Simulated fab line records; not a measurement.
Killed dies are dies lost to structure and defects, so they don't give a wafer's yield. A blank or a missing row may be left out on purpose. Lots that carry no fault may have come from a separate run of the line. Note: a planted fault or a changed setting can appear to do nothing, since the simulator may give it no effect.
Which tool is to blame? -- flow n5Finfet -- 66 wafers from 22 lots sampled at 6 of the route's 1938 steps

WHAT THE GAUGES READ, wafer by wafer
The record holds no reading of a measuring or inspecting step that can be judged against a usual standard deviation.

WHICH TOOL RAN EACH LOT (tool, then ch and the chambers of the sampled wafers, then the start)
lot,N5_BEOL_M3_TRENCH_ETCH_37,N5_BEOL_M3_ETCH_41,N5_BEOL_M3_ANNEAL_82,N5_BEOL_M3_SPUTTER_86,N5_BEOL_M3_DEP_57,N5_BEOL_M4_ETCH_63
L074,"rieDiel-02 ch 1,2, day 7 14:02 or earlier","rieDiel-02 ch 1,2, day 7 14:02 or earlier","pvdSputter-03, day 7 14:02","pvdSputter-03, day 7 14:10","pecvd-04 ch 0,2, day 7 16:25","rieDiel-01 ch 0,2,3, day 7 20:15"
L076,"rieDiel-02 ch 1,2,3, day 7 23:36 or earlier","rieDiel-02 ch 1,2,3, day 7 23:36 or earlier","pvdSputter-03, day 7 23:36","pvdSputter-03, day 7 23:44","pecvd-04 ch 0,2, day 8 01:49","rieDiel-04 ch 2,3, day 8 03:43"
L075,"rieDiel-05 ch 0,1,2, day 8 08:11 or earlier","rieDiel-05 ch 0,1,2, day 8 08:11 or earlier","pvdSputter-02, day 8 08:11","pvdSputter-02, day 8 08:19","pecvd-02 ch 0,1, day 8 10:25","rieDiel-03 ch 0,2,3, day 8 12:48"
L077,"rieDiel-06 ch 0,3, day 8 11:09 or earlier","rieDiel-06 ch 0,3, day 8 11:09 or earlier","pvdSputter-01, day 8 11:09","pvdSputter-01, day 8 11:17","pecvd-03 ch 0,2, day 8 13:23","rieDiel-03 ch 1,2,3, day 8 16:21"
L078,"rieDiel-06 ch 0,1,3, day 8 13:49 or earlier","rieDiel-06 ch 0,1,3, day 8 13:49 or earlier","pvdSputter-02, day 8 13:49","pvdSputter-02, day 8 13:57","pecvd-04 ch 0,1,2, day 8 16:11","rieDiel-04 ch 0,2,3, day 8 18:38"
L080,"rieDiel-06 ch 0,2, day 9 01:39 or earlier","rieDiel-06 ch 0,2, day 9 01:39 or earlier","pvdSputter-03, day 9 01:39","pvdSputter-03, day 9 01:47","pecvd-03 ch 0,1,2, day 9 03:52","rieDiel-03 ch 1,3, day 9 06:23"
L079,"rieDiel-05 ch 0,1,3, day 9 04:53 or earlier","rieDiel-05 ch 0,1,3, day 9 04:53 or earlier","pvdSputter-02, day 9 04:53","pvdSputter-02, day 9 05:01","pecvd-02 ch 0,1,2, day 9 07:32","rieDiel-04 ch 0,2,3, day 9 09:01"
L082,"rieDiel-06 ch 1,2, day 9 09:42 or earlier","rieDiel-06 ch 1,2, day 9 09:42 or earlier","pvdSputter-01, day 9 09:42","pvdSputter-01, day 9 09:50","pecvd-03 ch 0,1, day 9 11:55","rieDiel-04 ch 0,2, day 9 13:38"
L081,"rieDiel-02 ch 0,1, day 9 18:10 or earlier","rieDiel-02 ch 0,1, day 9 18:10 or earlier","pvdSputter-03, day 9 18:10","pvdSputter-03, day 9 18:18","pecvd-02 ch 0,2, day 9 20:23","rieDiel-04 ch 1,2, day 9 23:20"
L084,"rieDiel-05 ch 0,1,2, day 9 20:59 or earlier","rieDiel-05 ch 0,1,2, day 9 20:59 or earlier","pvdSputter-01, day 9 20:59","pvdSputter-01, day 9 21:08","pecvd-02 ch 0,1,2, day 9 23:18","rieDiel-04 ch 1,2,3, day 10 00:31"
L083,"rieDiel-06 ch 0,1,2, day 9 21:14 or earlier","rieDiel-06 ch 0,1,2, day 9 21:14 or earlier","pvdSputter-03, day 9 21:14","pvdSputter-03, day 9 21:22","pecvd-02 ch 0,1, day 9 23:32","rieDiel-01 ch 1,3, day 10 00:41"
L085,"rieDiel-06 ch 0,1,2, day 10 12:46 or earlier","rieDiel-06 ch 0,1,2, day 10 12:46 or earlier","pvdSputter-01, day 10 12:46","pvdSputter-01, day 10 12:55","pecvd-03 ch 0,2, day 10 14:59","rieDiel-01 ch 1,2,3, day 10 16:25"
L086,"rieDiel-06 ch 1,2,3, day 11 02:23 or earlier","rieDiel-06 ch 1,2,3, day 11 02:23 or earlier","pvdSputter-01, day 11 02:23","pvdSputter-01, day 11 02:32","pecvd-02 ch 0,2, day 11 04:39","rieDiel-03 ch 0,1, day 11 05:43"
L088,"rieDiel-05 ch 0,1, day 11 06:29 or earlier","rieDiel-05 ch 0,1, day 11 06:29 or earlier","pvdSputter-01, day 11 06:29","pvdSputter-01, day 11 06:37","pecvd-03 ch 0,1, day 11 08:47","rieDiel-03 ch 1,2, day 11 11:10"
L089,"rieDiel-02 ch 0,3, day 11 08:57 or earlier","rieDiel-02 ch 0,3, day 11 08:57 or earlier","pvdSputter-02, day 11 08:57","pvdSputter-02, day 11 09:05","pecvd-02 ch 1,2, day 11 11:10","rieDiel-03 ch 0,1,2, day 11 12:16"
L090,"rieDiel-06 ch 0,2,3, day 11 09:05 or earlier","rieDiel-06 ch 0,2,3, day 11 09:05 or earlier","pvdSputter-03, day 11 09:05","pvdSputter-03, day 11 09:14","pecvd-03 ch 1,2, day 11 11:38","rieDiel-01 ch 0,2,3, day 11 12:52"
L091,"rieDiel-05 ch 0,1,3, day 11 17:40 or earlier","rieDiel-05 ch 0,1,3, day 11 17:40 or earlier","pvdSputter-03, day 11 17:40","pvdSputter-03, day 11 17:49","pecvd-02 ch 1,2, day 11 20:04","rieDiel-03 ch 0,2,3, day 11 23:17"
L092,"rieDiel-06 ch 0,1, day 11 20:50 or earlier","rieDiel-06 ch 0,1, day 11 20:50 or earlier","pvdSputter-01, day 11 20:50","pvdSputter-01, day 11 20:58","pecvd-04 ch 0,1,2, day 11 23:11","rieDiel-03 ch 0,2,3, day 12 00:24"
L093,"rieDiel-06 ch 0,2,3, day 12 15:02 or earlier","rieDiel-06 ch 0,2,3, day 12 15:02 or earlier","pvdSputter-02, day 12 15:02","pvdSputter-02, day 12 15:11","pecvd-03 ch 0,1,2, day 12 17:33","rieDiel-01 ch 0,1,3, day 12 22:08"
L094,"rieDiel-02 ch 1, day 12 21:32 or earlier","rieDiel-02 ch 1, day 12 21:32 or earlier","pvdSputter-03, day 12 21:32","pvdSputter-03, day 12 21:41","pecvd-03 ch 1,2, day 12 23:51","rieDiel-04 ch 1,2, day 13 02:23"
L096,"rieDiel-02 ch 0,3, day 13 00:45 or earlier","rieDiel-02 ch 0,3, day 13 00:45 or earlier","pvdSputter-03, day 13 00:45","pvdSputter-03, day 13 00:53","pecvd-02 ch 0,2, day 13 02:58","rieDiel-03 ch 2,3, day 13 04:33"
L097,"rieDiel-06 ch 0,2,3, day 13 15:26 or earlier","rieDiel-06 ch 0,2,3, day 13 15:26 or earlier","pvdSputter-03, day 13 15:26","pvdSputter-03, day 13 15:34","pecvd-04 ch 0,1,2, day 13 17:39","rieDiel-03 ch 0,1,3, day 13 20:41"
- N5_BEOL_M3_TRENCH_ETCH_37: etches SiOC in C4F6/O2, target depth 55.555 nm, time 29.2 s.
- N5_BEOL_M3_ETCH_41: etches SiCN in CH3F/O2, target depth 29.9 nm, time 52.5 s.
- N5_BEOL_M3_ANNEAL_82: time 240 s.
- N5_BEOL_M3_SPUTTER_86: material Cu, target thk 4.5 nm, time 8.29 s.
- N5_BEOL_M3_DEP_57: deposits SiCN from 3MS/NH3, target thk 8 nm, time 14 s.
- N5_BEOL_M4_ETCH_63: etches SiARC in CF4, target depth 15.6 nm, time 26 s.

WHAT THE TOOLS THEMSELVES READ (means of the sampled wafers that have a number; where no wafer has one, the mark that the record gives instead)
N5_BEOL_M3_TRENCH_ETCH_37.
lot,tool,drypumpMotorCurrentA (A),oesProductAu (a.u.),rfFwdPowerW (W),rfVppV (V),showerheadPlenumPTorr (Torr),throttleValvePct (%)
L074,rieDiel-02,5.9,0.76,351.7,654,2.79,20.8
L076,rieDiel-02,6.0,0.80,351.0,662,2.83,20.8
L075,rieDiel-05,5.7,0.79,350.7,654,2.71,20.8
L077,rieDiel-06,6.4,0.93,350.6,649,2.82,20.4
L078,rieDiel-06,6.2,0.84,350.7,653,2.79,20.7
L080,rieDiel-06,6.1,0.83,350.9,654,2.90,20.7
L079,rieDiel-05,5.6,0.78,350.1,671,2.83,21.1
L082,rieDiel-06,5.7,0.71,352.2,662,2.80,21.0
L081,rieDiel-02,5.5,0.72,352.3,637,2.77,20.7
L084,rieDiel-05,5.7,0.78,349.8,655,2.71,20.8
L083,rieDiel-06,5.9,0.76,350.1,658,2.85,20.9
L085,rieDiel-06,5.9,0.77,350.0,658,2.85,20.9
L086,rieDiel-06,6.0,0.78,351.1,657,2.82,20.7
L088,rieDiel-05,5.5,0.81,351.2,658,2.76,20.8
L089,rieDiel-02,5.6,0.77,353.1,644,2.79,20.7
L090,rieDiel-06,6.1,0.83,350.8,653,2.87,20.6
L091,rieDiel-05,5.6,0.77,350.1,671,2.82,21.1
L092,rieDiel-06,6.0,0.74,350.7,657,2.75,21.1
L093,rieDiel-06,6.1,0.81,351.6,653,2.87,20.6
L094,rieDiel-02,6.0,0.68,350.1,645,2.67,20.7
L096,rieDiel-02,5.9,0.79,352.7,656,2.78,20.8
L097,rieDiel-06,6.1,0.80,350.3,653,2.86,20.7

N5_BEOL_M3_ETCH_41.
lot,tool,drypumpMotorCurrentA (A),oesProductAu (a.u.),rfFwdPowerW (W),rfVppV (V),showerheadPlenumPTorr (Torr),throttleValvePct (%)
L074,rieDiel-02,5.9,0.76,391.5,296.6,1.96,16.3
L076,rieDiel-02,6.0,0.80,390.8,297.0,1.98,16.2
L075,rieDiel-05,5.7,0.79,391.5,295.4,1.90,16.2
L077,rieDiel-06,6.5,0.92,391.2,297.3,1.98,15.9
L078,rieDiel-06,6.2,0.84,392.1,296.7,1.96,16.2
L080,rieDiel-06,6.1,0.83,392.2,297.9,2.04,16.2
L079,rieDiel-05,5.6,0.79,392.5,295.7,1.99,16.5
L082,rieDiel-06,5.7,0.72,392.0,296.4,1.96,16.5
L081,rieDiel-02,5.5,0.73,391.1,296.0,1.95,16.3
L084,rieDiel-05,5.7,0.79,391.7,295.7,1.90,16.3
L083,rieDiel-06,5.9,0.77,390.7,297.0,2.00,16.3
L085,rieDiel-06,5.9,0.77,392.1,297.5,2.00,16.4
L086,rieDiel-06,5.9,0.78,392.6,296.0,1.98,16.2
L088,rieDiel-05,5.5,0.82,391.6,295.4,1.93,16.3
L089,rieDiel-02,5.5,0.76,393.4,297.1,1.96,16.3
L090,rieDiel-06,6.1,0.82,389.8,297.7,2.02,16.1
L091,rieDiel-05,5.7,0.77,392.3,296.9,1.98,16.5
L092,rieDiel-06,5.9,0.74,391.7,295.5,1.93,16.6
L093,rieDiel-06,6.1,0.81,392.0,297.6,2.02,16.1
L094,rieDiel-02,6.0,0.68,392.2,295.1,1.88,16.3
L096,rieDiel-02,5.9,0.79,393.4,297.1,1.95,16.2
L097,rieDiel-06,6.1,0.80,392.5,297.3,2.01,16.1

N5_BEOL_M3_ANNEAL_82.
lot,tool,heaterPowerW (W)
L074,pvdSputter-03,898
L076,pvdSputter-03,951
L075,pvdSputter-02,796
L077,pvdSputter-01,793
L078,pvdSputter-02,827
L080,pvdSputter-03,910
L079,pvdSputter-02,844
L082,pvdSputter-01,786
L081,pvdSputter-03,891
L084,pvdSputter-01,789
L083,pvdSputter-03,939
L085,pvdSputter-01,742
L086,pvdSputter-01,843
L088,pvdSputter-01,783
L089,pvdSputter-02,820
L090,pvdSputter-03,902
L091,pvdSputter-03,928
L092,pvdSputter-01,703
L093,pvdSputter-02,819
L094,pvdSputter-03,886
L096,pvdSputter-03,921
L097,pvdSputter-03,926

N5_BEOL_M3_SPUTTER_86.
lot,tool,chamberPressurePa (Pa),throttleValvePct (%)
L074,pvdSputter-03,0.07002,30.3
L076,pvdSputter-03,0.07000,30.0
L075,pvdSputter-02,0.07009,30.2
L077,pvdSputter-01,0.06995,30.1
L078,pvdSputter-02,0.06994,30.9
L080,pvdSputter-03,0.07004,30.2
L079,pvdSputter-02,0.06991,30.3
L082,pvdSputter-01,0.07008,30.2
L081,pvdSputter-03,0.06998,30.3
L084,pvdSputter-01,0.07008,30.2
L083,pvdSputter-03,0.07007,30.2
L085,pvdSputter-01,0.07010,30.7
L086,pvdSputter-01,0.07000,29.9
L088,pvdSputter-01,0.07012,30.3
L089,pvdSputter-02,0.06996,31.5
L090,pvdSputter-03,0.07000,30.3
L091,pvdSputter-03,0.07004,30.3
L092,pvdSputter-01,0.06998,30.6
L093,pvdSputter-02,0.07007,29.2
L094,pvdSputter-03,0.07011,30.2
L096,pvdSputter-03,0.06994,30.3
L097,pvdSputter-03,0.07025,30.2

N5_BEOL_M3_DEP_57.
lot,tool,rfFwdPowerW (W),showerheadPlenumPTorr (Torr),throttleValvePct (%)
L074,pecvd-04,199.9,3.647,9.8
L076,pecvd-04,199.2,3.649,9.2
L075,pecvd-02,199.5,3.668,9.4
L077,pecvd-03,199.9,3.673,8.6
L078,pecvd-04,199.8,3.661,9.4
L080,pecvd-03,199.2,3.680,8.4
L079,pecvd-02,200.0,3.655,9.0
L082,pecvd-03,199.9,3.683,8.7
L081,pecvd-02,198.6,3.653,9.3
L084,pecvd-02,200.1,3.660,9.2
L083,pecvd-02,199.1,3.671,9.4
L085,pecvd-03,199.7,3.669,8.7
L086,pecvd-02,199.4,3.657,9.3
L088,pecvd-03,200.3,3.679,8.7
L089,pecvd-02,200.3,3.646,8.7
L090,pecvd-03,200.2,3.662,8.2
L091,pecvd-02,199.5,3.640,8.7
L092,pecvd-04,199.4,3.663,9.2
L093,pecvd-03,199.9,3.675,8.6
L094,pecvd-03,200.0,3.662,8.4
L096,pecvd-02,199.2,3.655,9.3
L097,pecvd-04,200.1,3.664,9.5

N5_BEOL_M4_ETCH_63.
lot,tool,drypumpMotorCurrentA (A),etchRfOnTimeS (s),oesProductAu (a.u.),rfFwdPowerW (W),rfVppV (V),showerheadPlenumPTorr (Torr),throttleValvePct (%)
L074,rieDiel-01,5.7,25.6,0.70,533.7,183.5,2.13,15.57
L076,rieDiel-04,5.1,26.8,0.66,533.4,183.3,2.06,15.54
L075,rieDiel-03,5.8,25.5,0.66,531.8,184.0,2.13,15.63
L077,rieDiel-03,5.4,25.3,0.71,533.1,185.1,2.14,15.48
L078,rieDiel-04,5.5,25.9,0.66,534.2,183.8,2.08,15.56
L080,rieDiel-03,5.2,25.0,0.71,532.0,183.3,2.14,15.59
L079,rieDiel-04,5.5,26.1,0.65,533.6,183.4,2.08,15.56
L082,rieDiel-04,5.7,25.6,0.67,532.5,183.4,2.09,15.44
L081,rieDiel-04,5.4,25.4,0.71,531.9,182.9,2.08,15.34
L084,rieDiel-04,5.3,26.2,0.69,533.6,183.3,2.07,15.48
L083,rieDiel-01,5.5,25.7,0.63,532.8,183.9,2.20,15.52
L085,rieDiel-01,5.6,25.5,0.69,534.0,184.7,2.17,15.42
L086,rieDiel-03,6.0,25.6,0.65,532.6,183.5,2.14,15.71
L088,rieDiel-03,5.5,25.6,0.74,531.4,184.5,2.16,15.20
L089,rieDiel-03,5.7,25.7,0.69,533.2,184.6,2.15,15.47
L090,rieDiel-01,5.6,26.0,0.65,533.5,183.8,2.12,15.62
L091,rieDiel-03,5.8,25.8,0.73,532.1,184.3,2.13,15.51
L092,rieDiel-03,5.8,25.9,0.72,532.1,183.5,2.13,15.52
L093,rieDiel-01,5.6,25.7,0.62,533.3,184.2,2.14,15.57
L094,rieDiel-04,5.5,26.1,0.67,531.8,183.2,2.07,15.42
L096,rieDiel-03,5.5,25.6,0.75,529.7,184.0,2.13,15.26
L097,rieDiel-03,5.6,25.4,0.70,530.7,183.2,2.12,15.64

THE ANSWER, worked out from the rows above alone
Rule: what is usual is taken from the lots themselves. Put in order of their means at a reading, lots are off if they are a third of the lots or fewer, leave a main group of 4 or more, and stand apart from it by a gap of 3 or more times the standard deviation of the main group's means; of several such gaps the widest counts. A main group is skipped when, at the precision printed for the reading in the tables above, its means are all equal. A lot without any number at a reading at which 4 lots or more have one is off too. All remaining lots with rows at the step are treated as sound. First the gauges in route order, then the tools' own readings, where a lot's mean is used as printed above. The first step at which some lot is off is used, and at that step the reading that is off furthest; a lot without a number counts as furthest.
Across all readings shown, no lot is off: no conclusion can be drawn from this.

WHAT HAD BEEN PUT IN BY THE SIMULATOR
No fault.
